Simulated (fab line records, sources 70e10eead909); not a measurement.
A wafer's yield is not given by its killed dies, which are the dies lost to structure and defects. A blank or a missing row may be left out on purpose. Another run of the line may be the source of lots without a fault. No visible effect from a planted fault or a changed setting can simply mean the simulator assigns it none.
fab line records | flow nand_harc
record: lots: 5 | wafers: 15 | last_day: 24
route steps=1159 shown P_CONTACT@248 P_M0@253
lots untouched by any fault: they come from a run of this same line in which no faults occurred
start_h: hours from the record's opening day to when the first of the lot's shown wafers began | wait_h: hours from the lot's prior step to this one | " the same as in the row above | L1.1+2: several wafers, shown together as one row | - no value present, or no start provided | * or withheld: withheld | < > ~ a bound
route shown NAME@n: a module of which the file shows steps, and the number in the route of the first | usual: average and standard deviation across the fault-free wafers | same: alike in all rows | chamber/n: place in a boat | sites: the reading at each site | _std_site: how widely they spread, as a standard deviation | _edge_site: mean of outer sites minus mean of inner sites | radius_mm: how far each site lies from the wafer's centre | mask NAME#n: copy n | behind: the most recent tool/chamber to have shaped the wafer | hold: reason for holding the lot/hours on hold/outcome of the hold | device: the transistor (n, p or np) that didn't switch | end of line: tests of these same wafers at the route's end | a step without rows: its recipe alone | killed: count of dies lost to structure and defects at first sort (not the wafer's yield) | map: a wafer's dies, marking killed ones x, the rest . and places with no die _
set.NAME: the setting as run; set.NAME@STEP: as run at that earlier step | model.NAME: the simulator's own value behind a step, which no gauge read
a table for each step, a row for each wafer; lots at some steps of the route
services: a tool's chamber out of use, with start hour (start_h, from the record's first day; less than 0 if before it), hours out, and reason
== steps ==
step: NHARC_P_CONTACT_CVD_23
recipe: target_thk_a: 2000 | temp_c: 300 | pressure_torr: 40 | wf6_flow_sccm: 40 | h2_flow_sccm: 1600 | ar_flow_sccm: 1560 | time_s: 557 | material: W
usual: heater_power_w: 496/47 | throttle_valve_pct: 8.06/0.19
lot.wafer | tool     | chamber | start_h | wait_h | heater_power_w | throttle_valve_pct
L320.1    | cvd_w-02 | 1       | -       | -      | 434            | 8.28
L320.6    | "        | 0       | "       | "      | 573            | 8.28
L320.5    | "        | 1       | "       | "      | 429            | 8.06
L322.1    | cvd_w-01 | 0       | -       | -      | 477            | 8.17
L322.2    | "        | 1       | "       | "      | 517            | 7.64
L322.3    | "        | 1       | "       | "      | 541            | 7.99
L328.2    | cvd_w-01 | 1       | -       | -      | 531            | 7.67
L328.4    | "        | 1       | "       | "      | 515            | 8.01
L328.3    | "        | 0       | "       | "      | 490            | 8.12
L332.1    | cvd_w-01 | 0       | -       | -      | 491            | 8.11
L332.3    | "        | 1       | "       | "      | 527            | 8.09
L332.5    | "        | 1       | "       | "      | 531            | 7.89
L333.3    | cvd_w-01 | 1       | -       | -      | 532            | 7.86
L333.6    | "        | 1       | "       | "      | 540            | 7.78
L333.5    | "        | 0       | "       | "      | 490            | 7.92
step: NHARC_P_CONTACT_CMP_24
recipe: t_overpolish_s: 30 | target_thk_nm: 200
usual: motor_current_A: 12.1/0.94 | overpolish_run_s: 30.000/0.0094 | time_to_endpoint_s: 39.9/1.9
lot.wafer | tool   | chamber | start_h | wait_h | motor_current_A | overpolish_run_s | time_to_endpoint_s
L320.1    | cmp-04 | 0       | 125.14  | 0.5    | 10.9            | 30.023           | 40.0
L320.5    | "      | 2       | "       | "      | 12.0            | 29.992           | 39.1
L320.6    | "      | 3       | "       | "      | 12.4            | 30.006           | 40.4
L322.1    | cmp-03 | 0       | 142.75  | 0.6    | 13.4            | 29.998           | 39.6
L322.2    | "      | 2       | "       | "      | 12.4            | 29.992           | 39.3
L322.3    | "      | 3       | "       | "      | 13.8            | 29.985           | 40.1
L328.3    | cmp-02 | 2       | 187.05  | 0.3    | 13.8            | 30.006           | 36.9
L328.4    | "      | 3       | "       | "      | 11.2            | 30.013           | 38.4
L328.2    | "      | 0       | "       | "      | 12.2            | 30.014           | 37.8
L332.3    | cmp-03 | 2       | 197.89  | 0.3    | 12.5            | 30.008           | 40.8
L332.1    | "      | 1       | "       | "      | 13.2            | 29.979           | 39.9
L332.5    | "      | 2       | "       | "      | 11.9            | 29.984           | 40.8
L333.3    | cmp-02 | 0       | 211.56  | 0.4    | 11.6            | 29.998           | 40.8
L333.6    | "      | 3       | "       | "      | 11.0            | 29.979           | 40.0
L333.5    | "      | 0       | "       | "      | 11.8            | 29.984           | 39.0
step: NHARC_P_CONTACT_SRD_26
step: NHARC_P_CONTACT_INSPECT_27
usual: raw_defect_count: 291/120
lot.wafer | tool              | chamber | start_h | wait_h | raw_defect_count
L320.1    | defect_inspect-01 | -       | 125.49  | 0.1    | 185
L320.5    | "                 | -       | "       | "      | 233
L320.6    | "                 | -       | "       | "      | 203
L322.1    | defect_inspect-02 | -       | 143.16  | 0.1    | 185
L322.2    | "                 | -       | "       | "      | 139
L322.3    | "                 | -       | "       | "      | 312
L328.2    | defect_inspect-02 | -       | 187.43  | 0.1    | 202
L328.3    | "                 | -       | "       | "      | 199
L328.4    | "                 | -       | "       | "      | 275
L332.1    | defect_inspect-02 | -       | 198.29  | 0.1    | 227
L332.3    | "                 | -       | "       | "      | 207
L332.5    | "                 | -       | "       | "      | 190
L333.3    | defect_inspect-01 | -       | 211.93  | 0.1    | 232
L333.5    | "                 | -       | "       | "      | 233
L333.6    | "                 | -       | "       | "      | 207
step: NHARC_P_M0_DEP_00
recipe: target_thk_a: 1500 | target_thk_nm: 150 | temp_c: withheld | pressure_torr: 5 | flow_sccm: 200 | rf_w: 600 | material: SiOC
step: NHARC_P_M0_DEHYDRATE_01
recipe: temp_c: 150 | time_s: 120
step: NHARC_P_M0_HMDS_02
recipe: time_s: 30
step: NHARC_P_M0_COAT_33
recipe: temp_c: 200 | time_s: 65
step: NHARC_P_M0_COAT_03
recipe: spin_rpm: 1500 | resist_thk_nm: 90
step: NHARC_P_M0_SOFTBAKE_04
recipe: temp_c: 105 | time_s: 55
step: NHARC_P_M0_EBR_05
step: NHARC_P_M0_EXPOSE_06
recipe: na: 1.35 | target_cd_nm: 90 | dose_mj: 81.28 | mask_id: P_M0
usual: exposure_dose_mJ_cm2: 81.27/0.082
same: na: 1.35
lot.wafer | tool            | chamber | start_h | wait_h | mask   | exposure_dose_mJ_cm2
L320.1    | arfi_scanner-03 | 0       | 126.26  | -      | P_M0#0 | 81.39
L320.5    | "               | 0       | "       | "      | P_M0#0 | 81.35
L320.6    | "               | 0       | "       | "      | P_M0#0 | 81.26
L322.1    | arfi_scanner-01 | 0       | 143.80  | -      | P_M0#0 | 81.34
L322.2    | "               | 0       | "       | "      | P_M0#0 | 81.17
L322.3    | "               | 0       | "       | "      | P_M0#0 | 81.28
L328.2    | arfi_scanner-01 | 0       | 188.19  | -      | P_M0#0 | 83.44
L328.3    | "               | 0       | "       | "      | P_M0#0 | 83.42
L328.4    | "               | 0       | "       | "      | P_M0#0 | 83.55
L332.1    | arfi_scanner-03 | 0       | 199.06  | -      | P_M0#0 | 81.18
L332.3    | "               | 0       | "       | "      | P_M0#0 | 81.31
L332.5    | "               | 0       | "       | "      | P_M0#0 | 81.27
L333.3    | arfi_scanner-03 | 0       | 212.70  | -      | P_M0#0 | 81.33
L333.5    | "               | 0       | "       | "      | P_M0#0 | 81.28
L333.6    | "               | 0       | "       | "      | P_M0#0 | 81.22
step: NHARC_P_M0_PEB_07
recipe: peb_temp_c: 100 | peb_time_s: 65
step: NHARC_P_M0_DEVELOP_08
recipe: develop_time_s: 35 | dev_temp_c: 23
step: NHARC_P_M0_CD_MEAS_09
recipe: target_cd_nm: 90 | landing_energy_ev: 500
usual: cd_nm: 90.1/0.39
lot.wafer | tool      | chamber | start_h | wait_h | cd_nm
L320.1    | cd_sem-02 | 0       | 126.40  | -      | 90.0
L320.5    | "         | 0       | "       | "      | 90.1
L320.6    | "         | 0       | "       | "      | 90.7
L322.1    | cd_sem-01 | 0       | 143.95  | -      | 90.2
L322.2    | "         | 0       | "       | "      | 90.2
L322.3    | "         | 0       | "       | "      | 90.2
L328.2    | cd_sem-01 | 0       | 188.33  | -      | 83.5
L328.3    | "         | 0       | "       | "      | 81.8
L328.4    | "         | 0       | "       | "      | 78.6
L332.1    | cd_sem-03 | 0       | 199.21  | -      | 90.4
L332.3    | "         | 0       | "       | "      | 90.1
L332.5    | "         | 0       | "       | "      | 90.5
L333.3    | cd_sem-01 | 0       | 212.84  | -      | 90.0
L333.5    | "         | 0       | "       | "      | 89.7
L333.6    | "         | 0       | "       | "      | 90.2
step: NHARC_P_M0_OVL_MEAS_10
recipe: pitch_nm: 180
usual: overlay_x_nm: 0.0/0.94 | overlay_y_nm: 0.1/0.68
lot.wafer | tool       | chamber | start_h | wait_h | overlay_x_nm | overlay_y_nm
L320.1    | overlay-01 | -       | 126.48  | -      | 1.6          | 0.9
L320.5    | "          | -       | "       | "      | 1.0          | 0.8
L320.6    | "          | -       | "       | "      | 0.6          | 1.4
L322.1    | overlay-01 | -       | 144.05  | -      | 1.3          | 0.3
L322.2    | "          | -       | "       | "      | 1.0          | 0.3
L322.3    | "          | -       | "       | "      | 1.5          | 0.1
L328.2    | overlay-02 | -       | 188.42  | -      | 0.6          | -0.2
L328.3    | "          | -       | "       | "      | 0.4          | 0.2
L328.4    | "          | -       | "       | "      | 0.3          | 0.8
L332.1    | overlay-02 | -       | 199.29  | -      | -1.1         | -0.5
L332.3    | "          | -       | "       | "      | -0.9         | -0.1
L332.5    | "          | -       | "       | "      | -0.6         | 0.0
L333.3    | overlay-01 | -       | 212.92  | -      | -0.9         | -1.1
L333.5    | "          | -       | "       | "      | -1.2         | -1.3
L333.6    | "          | -       | "       | "      | 0.2          | -1.0
step: NHARC_P_M0_INSPECT_11
usual: raw_defect_count: 3.7/2
lot.wafer | tool              | chamber | start_h | wait_h | raw_defect_count
L320.1    | defect_inspect-02 | -       | 126.52  | 0.0    | 5
L320.5    | "                 | -       | "       | "      | 9
L320.6    | "                 | -       | "       | "      | 5
L322.1    | defect_inspect-02 | -       | 144.09  | 0.0    | 3
L322.2    | "                 | -       | "       | "      | 2
L322.3    | "                 | -       | "       | "      | 4
L328.2    | defect_inspect-02 | -       | 188.46  | 0.0    | 1
L328.3    | "                 | -       | "       | "      | 3
L328.4    | "                 | -       | "       | "      | 4
L332.1    | defect_inspect-02 | -       | 199.33  | 0.0    | 4
L332.3    | "                 | -       | "       | "      | 2
L332.5    | "                 | -       | "       | "      | 2
L333.3    | defect_inspect-02 | -       | 212.96  | 0.0    | 4
L333.5    | "                 | -       | "       | "      | 3
L333.6    | "                 | -       | "       | "      | 3
step: NHARC_P_M0_DESCUM_14
recipe: time_s: 3 | o2_flow_sccm: 200 | ar_flow_sccm: 0 | bias_power_w: 0 | chemistry: O2
usual: drypump_motor_current_A: 5.7/0.41 | oes_product_au: 1.000/0.0086 | rf_vpp_V: 57.7/0.88 | showerhead_plenum_p_Torr: 1.91/0.077 | throttle_valve_pct: 11.311/0.0088
same: bias_power_w: 0
lot.wafer | tool        | chamber | start_h | wait_h | drypump_motor_current_A | oes_product_au | rf_hours_counter_h | rf_vpp_V | showerhead_plenum_p_Torr | throttle_valve_pct | model.P_M0.cd_nm
L320.1    | rie_diel-11 | 3       | 126.60  | 0.1    | 5.7                     | 1.010          | 6                  | 57.0     | 1.98                     | 11.321             | 90.02
L320.6    | "           | 1       | "       | "      | 5.6                     | 1.001          | -                  | 59.5     | 1.96                     | 11.303             | 90.46
L320.5    | "           | 2       | "       | "      | 6.4                     | 0.987          | -                  | 57.5     | 1.79                     | 11.311             | 90.17
L322.2    | rie_diel-07 | 3       | 144.15  | 0.1    | 6.2                     | 0.995          | 6                  | 58.0     | 2.01                     | 11.313             | 90.54
L322.1    | "           | 0       | "       | "      | 5.8                     | 0.998          | 5                  | 58.2     | 2.01                     | 11.305             | 89.8
L322.3    | "           | 2       | "       | "      | 5.5                     | 1.000          | 5                  | 57.9     | 1.93                     | 11.330             | 89.68
L328.3    | rie_diel-07 | 3       | 188.52  | 0.1    | 6.2                     | 0.989          | 8                  | 57.8     | 2.01                     | 11.303             | 81.27
L328.2    | "           | 0       | "       | "      | 5.7                     | 1.002          | 8                  | 58.9     | 2.01                     | 11.314             | 83.4
L328.4    | "           | 1       | "       | "      | 5.9                     | 0.997          | 8                  | 58.0     | 1.84                     | 11.313             | 78.37
L332.1    | rie_diel-11 | 3       | 199.41  | 0.1    | 5.7                     | 1.000          | 0                  | 59.9     | 1.98                     | 11.313             | 89.64
L332.3    | "           | 0       | "       | "      | 6.2                     | 0.993          | 0                  | 56.3     | 1.80                     | 11.316             | 89.96
L332.5    | "           | 2       | "       | "      | 6.4                     | 0.988          | -                  | 57.9     | 1.79                     | 11.315             | 89.92
L333.3    | rie_diel-07 | 0       | 213.04  | 0.1    | 5.8                     | 0.999          | 9                  | 58.4     | 2.01                     | 11.309             | 89.91
L333.6    | "           | 3       | "       | "      | 6.2                     | 0.989          | -                  | 58.2     | 2.01                     | 11.298             | 90.38
L333.5    | "           | 0       | "       | "      | 5.8                     | 1.006          | -                  | 57.6     | 2.01                     | 11.307             | 89.48
step: NHARC_P_M0_ETCH_34
recipe: target_depth_a: 400 | overetch_a: 120 | time_s: 43.94 | ion_energy_ev: 200 | n2_flow_sccm: 150 | h2_flow_sccm: 150 | ar_flow_sccm: 0 | rf_w: 400 | bias_w: 150 | chemistry: N2/H2
usual: drypump_motor_current_A: 5.7/0.42 | oes_product_au: 1.001/0.0076 | rf_vpp_V: 430.3/2.5 | showerhead_plenum_p_Torr: 2.03/0.086 | throttle_valve_pct: 14.171/0.0089
lot.wafer | tool        | chamber | start_h | wait_h | drypump_motor_current_A | oes_product_au | rf_hours_counter_h | rf_vpp_V | showerhead_plenum_p_Torr | throttle_valve_pct
L320.1    | rie_diel-11 | 2       | 126.67  | 0.1    | 6.4                     | 1.007          | 6                  | 427.6    | 1.91                     | 14.154
L320.6    | "           | 1       | "       | "      | 5.6                     | 0.995          | -                  | 432.3    | 2.09                     | 14.172
L320.5    | "           | 2       | "       | "      | 6.4                     | 1.007          | -                  | 426.2    | 1.91                     | 14.167
L322.2    | rie_diel-07 | 3       | 144.23  | 0.1    | 6.2                     | 1.010          | 6                  | 432.8    | 2.14                     | 14.157
L322.3    | "           | 1       | "       | "      | 6.0                     | 0.994          | 5                  | 426.9    | 1.96                     | 14.164
L322.1    | "           | 2       | "       | "      | 5.5                     | 0.990          | 5                  | 431.2    | 2.06                     | 14.159
L328.3    | rie_diel-07 | 1       | 188.60  | 0.1    | 6.0                     | 1.000          | 8                  | 428.8    | 1.96                     | 14.184
L328.2    | "           | 2       | "       | "      | 5.5                     | 0.987          | 8                  | 430.4    | 2.06                     | 14.169
L328.4    | "           | 0       | "       | "      | 5.7                     | 1.000          | 8                  | 434.5    | 2.14                     | 14.169
L332.1    | rie_diel-11 | 3       | 199.48  | 0.1    | 5.7                     | 1.003          | 0                  | 432.8    | 2.11                     | 14.179
L332.3    | "           | 2       | "       | "      | 6.4                     | 1.006          | 0                  | 427.0    | 1.90                     | 14.167
L332.5    | "           | 3       | "       | "      | 5.7                     | 1.017          | -                  | 432.2    | 2.11                     | 14.174
L333.3    | rie_diel-07 | 2       | 213.12  | 0.1    | 5.5                     | 0.989          | 10                 | 431.1    | 2.06                     | 14.175
L333.6    | "           | 3       | "       | "      | 6.2                     | 1.006          | -                  | 433.6    | 2.14                     | 14.179
L333.5    | "           | 0       | "       | "      | 5.7                     | 0.994          | -                  | 433.2    | 2.14                     | 14.162
step: NHARC_P_M0_ETCH_15
recipe: target_depth_a: 1500 | overetch_a: 150 | time_s: 82.5 | c4f8_flow_sccm: withheld | ar_flow_sccm: 400 | rf_w: 600 | bias_w: 300 | chemistry: C4F8/Ar
usual: oes_product_au: 0.958/0.023 | rf_vpp_V: 440.5/2.6
lot.wafer | tool        | chamber | start_h | wait_h | oes_product_au | rf_hours_counter_h | rf_vpp_V | model.P_M0.cd_nm
L320.1    | rie_diel-11 | 1       | -       | -      | 0.919          | 7                  | 441.2    | 89.9
L320.6    | "           | 1       | "       | "      | 0.920          | -                  | 440.3    | 90.21
L320.5    | "           | 2       | "       | "      | 0.917          | -                  | 436.4    | 89.87
L322.1    | rie_diel-07 | 2       | -       | -      | 0.977          | 5                  | 440.4    | 89.92
L322.3    | "           | 3       | "       | "      | 0.968          | 6                  | 443.3    | 89.74
L322.2    | "           | 0       | "       | "      | 0.967          | 5                  | 442.7    | 90.68
L328.2    | rie_diel-07 | 0       | -       | -      | 0.930          | 8                  | 443.2    | 83.56
L328.4    | "           | 1       | "       | "      | 0.922          | 8                  | 438.8    | 78.41
L328.3    | "           | 2       | "       | "      | 0.918          | 8                  | 440.1    | 81.21
L332.3    | rie_diel-11 | 2       | -       | -      | 0.967          | 0                  | 436.9    | 89.74
L332.1    | "           | 3       | "       | "      | 0.994          | 0                  | 443.8    | 89.45
L332.5    | "           | 0       | "       | "      | 0.992          | -                  | 436.7    | 89.73
L333.3    | rie_diel-07 | 3       | -       | -      | 0.929          | 10                 | 442.9    | 89.74
L333.5    | "           | 3       | "       | "      | 0.922          | -                  | 443.3    | 89.04
L333.6    | "           | 0       | "       | "      | 0.925          | -                  | 444.4    | 90.38
step: NHARC_P_M0_CD_MEAS_16
usual: cd_nm: 89.9/0.58
lot.wafer | tool      | chamber | start_h | wait_h | cd_nm
L320.1    | cd_sem-02 | -       | 126.88  | -      | 90.1
L320.5    | "         | -       | "       | "      | 89.9
L320.6    | "         | -       | "       | "      | 90.6
L322.1    | cd_sem-01 | -       | 144.45  | -      | 90.0
L322.2    | "         | -       | "       | "      | 90.5
L322.3    | "         | -       | "       | "      | 89.9
L328.2    | cd_sem-01 | -       | 188.82  | -      | 83.5
L328.3    | "         | -       | "       | "      | 81.4
L328.4    | "         | -       | "       | "      | 78.1
L332.1    | cd_sem-01 | -       | 199.70  | -      | 89.5
L332.3    | "         | -       | "       | "      | 89.8
L332.5    | "         | -       | "       | "      | 89.8
L333.3    | cd_sem-02 | -       | 213.36  | -      | 89.6
L333.5    | "         | -       | "       | "      | 89.0
L333.6    | "         | -       | "       | "      | 90.5
== services ==
tool            | chamber | start_h | hours | kind
cmp-04          | -       | 105.00  | 4.0   | pm
rie_diel-07     | 0       | 109.26  | -     | clean
rie_diel-07     | 1       | 109.26  | -     | clean
rie_diel-07     | 2       | 109.26  | -     | clean
rie_diel-07     | 3       | 109.26  | -     | clean
cvd_w-01        | -       | 111.67  | 13.0  | pm
arfi_scanner-01 | -       | 128.18  | 0.4   | repair
cmp-02          | -       | 128.50  | 4.0   | pm
rie_diel-07     | 0       | 133.88  | -     | clean
rie_diel-07     | 1       | 133.88  | -     | clean
rie_diel-07     | 2       | 133.88  | -     | clean
rie_diel-07     | 3       | 133.88  | -     | clean
arfi_scanner-03 | -       | 140.00  | 4.0   | pm
cmp-03          | -       | 156.00  | 4.0   | pm
rie_diel-07     | 0       | 158.38  | -     | clean
cmp-03          | -       | 179.77  | 0.4   | repair
rie_diel-11     | -       | 189.50  | 9.0   | pm
cvd_w-02        | -       | 195.43  | 13.0  | pm
cmp-02          | -       | 197.83  | 0.8   | repair
arfi_scanner-01 | -       | 198.43  | 4.0   | pm
rie_diel-11     | 2       | 202.51  | 1.6   | repair
cmp-04          | -       | 203.00  | 4.0   | pm
rie_diel-07     | 1       | 207.07  | 8.9   | repair
rie_diel-11     | 1       | 212.63  | 9.3   | repair
== key ==
first_sign: step: NHARC_P_M0_EXPOSE_06 | reading: exposure_dose_mJ_cm2 | direction: up | sigmas: 27 | usual: 81.27 | struck: 83.47
effect: step: NHARC_P_M0_CD_MEAS_09 | reading: cd_nm | direction: down | sigmas: 22 | usual: 90.1 | struck: 81.3 | through: control_loop
effect: step: NHARC_P_M0_CD_MEAS_16 | reading: cd_nm | direction: down | sigmas: 15 | usual: 89.9 | struck: 81.0 | through: control_loop
model_effect: step: NHARC_P_M0_DESCUM_14 | value: P_M0.cd_nm | without: 89.66 | struck: 81.01
model_effect: step: NHARC_P_M0_ETCH_15 | value: P_M0.cd_nm | without: 89.71 | struck: 81.06
met_at NHARC_P_M0_EXPOSE_06
struck_wafers L328.2,L328.3,L328.4
sort_left_out L328.2,L328.3,L328.4
loop_trim: step: NHARC_P_M0_EXPOSE_06 | setting: dose | lots: L328
onset_between 143.80 188.19
fault: kind: process_parameter_drift | tool: arfi_scanner-01 | chamber: - | onset_h: 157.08 | steps: NHARC_P_M0_EXPOSE_06 | channel: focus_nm | offset: 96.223 | spread_by_wafer: 0.3 | shape: step | end_h: 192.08
sort_left_out: the simulated sort isn't trusted on such a fault, so these wafers' sort isn't shown, and their yield isn't known
loop_trim: a control loop set the setting to another value than it would have without faults
